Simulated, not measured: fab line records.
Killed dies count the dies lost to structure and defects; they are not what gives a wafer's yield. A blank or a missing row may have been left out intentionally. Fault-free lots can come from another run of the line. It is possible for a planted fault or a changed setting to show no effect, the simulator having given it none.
Chamber matching | flow n5 finfet | N5_BEOL_M5_ETCH_62 on rie diel-02 has 4 sister chambers
The step etches SOC in N2/H2, target depth 75 nm, overetch 15 nm, time 112.5 s. 18 wafers are shown with their chamber, then 9 later ones without.

## EACH WAFER AND ITS CHAMBER
wafer  | chamber | showerhead plenum p Torr (Torr) | drypump motor current A (A) | throttle valve pct (%)
L076.3 | 1       | 2.64                            | 5.5                         | 17.8
L076.4 | 3       | 2.43                            | 6.2                         | 18.3
L076.6 | 3       | 2.43                            | 6.2                         | 18.3
L083.1 | 0       | 2.69                            | 6.7                         | 17.3
L083.4 | 1       | 2.63                            | 5.6                         | 17.8
L083.6 | 3       | 2.42                            | 6.2                         | 18.4
L084.1 | 0       | 2.69                            | 6.8                         | 17.3
L084.3 | 2       | 2.35                            | 6.6                         | 17.9
L084.4 | 3       | 2.42                            | 6.2                         | 18.3
L085.2 | 0       | 2.69                            | 6.8                         | 17.3
L085.4 | 2       | 2.35                            | 6.6                         | 17.9
L085.5 | 1       | 2.63                            | 5.5                         | 17.8
L088.1 | 1       | 2.63                            | 5.5                         | 17.8
L088.3 | 2       | 2.34                            | 6.6                         | 17.9
L088.4 | 0       | 2.68                            | 6.8                         | 17.4
L090.1 | 3       | 2.42                            | 6.2                         | 18.4
L090.2 | 0       | 2.68                            | 6.8                         | 17.4
L090.4 | 2       | 2.34                            | 6.6                         | 17.9

SIGNATURES (averages over the wafers above)
reading                  | chamber 0 | chamber 1 | chamber 2 | chamber 3 | scatter within a chamber
showerhead plenum p Torr | 2.6860    | 2.6325    | 2.3450    | 2.4240    | 0.00544
drypump motor current A  | 6.780     | 5.525     | 6.600     | 6.200     | 0.0333
throttle valve pct       | 17.340    | 17.800    | 17.900    | 18.340    | 0.0414
Rule: for each reading, subtract the chamber's mean from the wafer's reading, divide by that reading's scatter and square the result; add these up over the readings and take the root, which gives the wafer's distance from the chamber. The wafer belongs to the nearest chamber; if the next one is less than 2 further off, it can't be placed. The scatter: take each reading less its chamber's mean, square it, sum over the shown wafers, divide by the number of wafers less the number of chambers, and take the root.

## WAFERS MISSING THEIR CHAMBER
wafer  | showerhead plenum p Torr (Torr) | drypump motor current A (A) | throttle valve pct (%)
L092.2 | 2.41                            | 6.2                         | 18.4
L092.3 | 2.68                            | 6.8                         | 17.4
L092.5 | 2.34                            | 6.6                         | 17.9
L093.1 | 2.68                            | 6.8                         | 17.4
L093.2 | 2.34                            | 6.7                         | 17.9
L093.6 | 2.34                            | 6.6                         | 18.0
L095.1 | 2.68                            | 6.8                         | 17.4
L095.2 | 2.34                            | 6.7                         | 18.0
L095.3 | 2.41                            | 6.2                         | 18.4

## WHICH CHAMBER EACH WENT THROUGH
wafer  | from the rows above | in truth
L092.2 | 3                   | 3
L092.3 | 0                   | 0
L092.5 | 2                   | 2
L093.1 | 0                   | 0
L093.2 | 2                   | 2
L093.6 | 2                   | 2
L095.1 | 0                   | 0
L095.2 | 2                   | 2
L095.3 | 3                   | 3
9 of 9 placed correctly. Can't be placed from these rows: 0. 0 placed wrongly.
